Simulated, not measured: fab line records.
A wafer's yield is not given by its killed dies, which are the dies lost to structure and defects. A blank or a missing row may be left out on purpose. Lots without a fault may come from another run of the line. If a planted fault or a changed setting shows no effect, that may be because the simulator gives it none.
Comparing a struck lot with a sound one :: flow n5_finfet :: 27 steps out of a route of 1938
Sound: the wafers L617.1, L617.3, L617.5. Wafers L627.1, L627.5, L627.6 were the ones struck. The cause is given at the end.
Order at every step that has rows: each side's tool, ch and its chambers, its first start. Under that, the readings that differ: sound wafers :: struck wafers :: difference of the means :: sigmas: that difference in standard deviations of wafers without a fault.
alike: a reading whose means differ by less than 2 such deviations, as well as words and numbers matching on both sides. not compared: withheld readings; readings where some wafer has no value; bounds like >300 that might hide an equal value; numbers whose values overlap and for which the record gives no deviation.
A row with sigmas, a row that says differs or no value, or rows on one side alone: a step with any of these is where the two part. When numbers do not overlap yet have no deviation, they are printed without sigmas and do not part them. A reading missing from all wafers of one side parts the sides only when that side holds two or more wafers.

first, 5 steps without rows for these wafers: N5_WELL_APT_RTA_34 (time 10 s); N5_WELL_APT_OXIDE_STRIP_42 (strips SiO2 in dHF, time 45 s, target depth 12 nm); N5_WELL_APT_PRECLEAN_36 (cleans in O3/DIW, time 45 s); N5_WELL_APT_PRECLEAN_39 (cleans in dHF, time 60 s); N5_WELL_APT_SRD_37 (time 30 s).
N5_WELL_APT_EPI_41: deposits Si from SiH4/H2, target thk 50 nm, time 297.7 s.
  sound on epi_rpcvd-04 ch 0, day 3 21:55; struck on epi_rpcvd-03 ch 0, day 6 10:35
reading: throttle_valve_pct (%)
sound: 11.12 11.42 11.35
struck: 11.05 10.61 10.71
difference: -0.51
sigmas: -2
N5_WELL_APT_INSPECT_38: inspects for defects (darkfield).
  sound on defect_inspect-01, day 3 22:33; struck on defect_inspect-02, day 6 11:26
  alike: raw_defect_count
N5_PMOS_HMC_CHANNEL_EPI_HM_DEP_34: deposits SiO2 from TEOS/O2, target thk 36 nm, time 6.9 s.
  sound on pecvd-04 ch 0,1, day 3 22:35; struck on pecvd-03 ch 0,1,2, day 6 11:28
  alike: heater_power_w, showerhead_plenum_p_Torr, throttle_valve_pct
then, 4 steps without rows for these wafers: N5_PMOS_HMC_CHANNEL_EPI_COAT_31 (time 60 s, resist thk 66 nm); N5_PMOS_HMC_CHANNEL_EPI_COAT_03 (resist thk 205 nm); N5_PMOS_HMC_CHANNEL_EPI_EBR_05; N5_PMOS_HMC_CHANNEL_EPI_SOFTBAKE_04 (time 60 s).
N5_PMOS_HMC_CHANNEL_EPI_EXPOSE_06: exposes mask PMOS HMC BLK, target cd 240 nm.
  sound on arfi_scanner-03 ch 0, day 3 22:44; struck on arfi_scanner-01 ch 0, day 6 11:37
reading: exposure_dose_mJ_cm2
sound: 41.02 41.01 41.02
struck: 36.92 36.90 36.90
difference: -4.11
sigmas: -98
  alike: mask
then, 2 steps without rows for these wafers: N5_PMOS_HMC_CHANNEL_EPI_PEB_07 (peb time 60 s); N5_PMOS_HMC_CHANNEL_EPI_DEVELOP_08 (develop time 30 s).
N5_PMOS_HMC_CHANNEL_EPI_CD_MEAS_09: target cd 237.4 nm.
  sound on cd_sem-03 ch 0, day 3 22:52; struck on cd_sem-01 ch 0, day 6 11:44
reading: cd_nm (nm)
sound: 238.5 237.3 237.3
struck: 259.8 263.0 268.4
difference: +26.0
sigmas: +26
N5_PMOS_HMC_CHANNEL_EPI_OVL_MEAS_10:
  sound on overlay-01 ch 0, day 3 22:54; struck on overlay-01 ch 0, day 6 11:46
  alike: PMOS_HMC_BLK_OVL
N5_PMOS_HMC_CHANNEL_EPI_INSPECT_11: inspects for defects (macro).
  sound on defect_inspect-01, day 3 22:55; struck on defect_inspect-02, day 6 11:48
  alike: raw_defect_count
N5_PMOS_HMC_CHANNEL_EPI_DESCUM_14: chemistry O2, time 7.9 s.
  sound on rie_diel-05 ch 0,2, day 3 22:57; struck on rie_diel-05 ch 1,3, day 6 12:01
reading: model.PMOS_HMC_CHANNEL_EPI.cd_nm (nm)
sound: 239 237.5 237.5
struck: 259.7 263.2 268.2
difference: +25.7
sigmas: 
  alike: drypump_motor_current_A, oes_product_au, rf_vpp_V, showerhead_plenum_p_Torr, throttle_valve_pct
  not compared: rf_hours_counter_h
N5_PMOS_HMC_CHANNEL_EPI_ETCH_32: etches BARC in N2/H2, stops on SiO2, target depth 85.8 nm, time 50.3 s.
  sound on rie_diel-05 ch 0,2, day 3 22:59; struck on rie_diel-05 ch 1,3, day 6 12:02
  alike: drypump_motor_current_A, oes_product_au, rf_vpp_V, showerhead_plenum_p_Torr, throttle_valve_pct
  not compared: rf_hours_counter_h
N5_PMOS_HMC_CHANNEL_EPI_HM_OPEN_15: chemistry CHF3/O2, target SiO2, target depth 40.6 nm, time 20.3 s.
  sound on rie_diel-05 ch 0,2, day 3 23:02; struck on rie_diel-05 ch 1,3, day 6 12:05
  alike: drypump_motor_current_A, oes_product_au, rf_vpp_V, showerhead_plenum_p_Torr, throttle_valve_pct
  not compared: rf_hours_counter_h
then, 2 steps without rows for these wafers: N5_PMOS_HMC_CHANNEL_EPI_STRIP_33 (strips in N2/H2); N5_PMOS_HMC_CHANNEL_EPI_STRIP_17 (strips in SPM, time 750 s).
N5_PMOS_HMC_CHANNEL_EPI_ETCH_38: etches SiO2 in CF4, target depth 1.5 nm.
  sound on rie_si-02 ch 2,3, day 3 23:23; struck on rie_si-06 ch 0,1, day 6 12:27
  alike: drypump_motor_current_A, oes_product_au, throttle_valve_pct
  not compared: rf_hours_counter_h
N5_PMOS_HMC_CHANNEL_EPI_FIN_RECESS_16: chemistry HBr/Cl2, target Si, target depth 54 nm, time 18 s.
  sound on rie_si-02 ch 2,3, day 3 23:25; struck on rie_si-06 ch 0,1, day 6 12:28
reading: model.PMOS_HMC_CHANNEL_EPI.cd_nm (nm)
sound: 240.2 239.4 239.1
struck: 261.7 265.5 270.4
difference: +26.3
sigmas: 
  alike: HBr_flow_sccm, drypump_motor_current_A, oes_product_au, throttle_valve_pct
  not compared: rf_hours_counter_h
then, 1 step without rows for these wafers: N5_PMOS_HMC_CHANNEL_EPI_PRECLEAN_36 (cleans in O3/DIW, time 45 s).
-- here the record skips 12 days between the struck wafers' starts before and after, leaving off in module PMOS_HMC_CHANNEL_EPI and picking up in module PASSIVATION (first step shown: number 1936 of the route) --
N5_PASSIVATION_PROBE_49:
  sound on prober-01, day 14 20:20; struck on prober-02, day 18 04:05
reading: killed_at_front_end
sound: 60 57 26
struck: 49 51 108
difference: +22
sigmas: +2

reading: killed_at_other
sound: 7 9 8
struck: 0 1 0
difference: -8
sigmas: -2
  alike: killed_at_M0_to_M3, killed_at_M4_up, killed_at_contacts, killed_dies, killed_open, killed_short

== WHERE THEY PART ==
Last at N5_PASSIVATION_PROBE_49 as far as this record goes, first at N5_WELL_APT_EPI_41.

WHY: what the simulator had put in
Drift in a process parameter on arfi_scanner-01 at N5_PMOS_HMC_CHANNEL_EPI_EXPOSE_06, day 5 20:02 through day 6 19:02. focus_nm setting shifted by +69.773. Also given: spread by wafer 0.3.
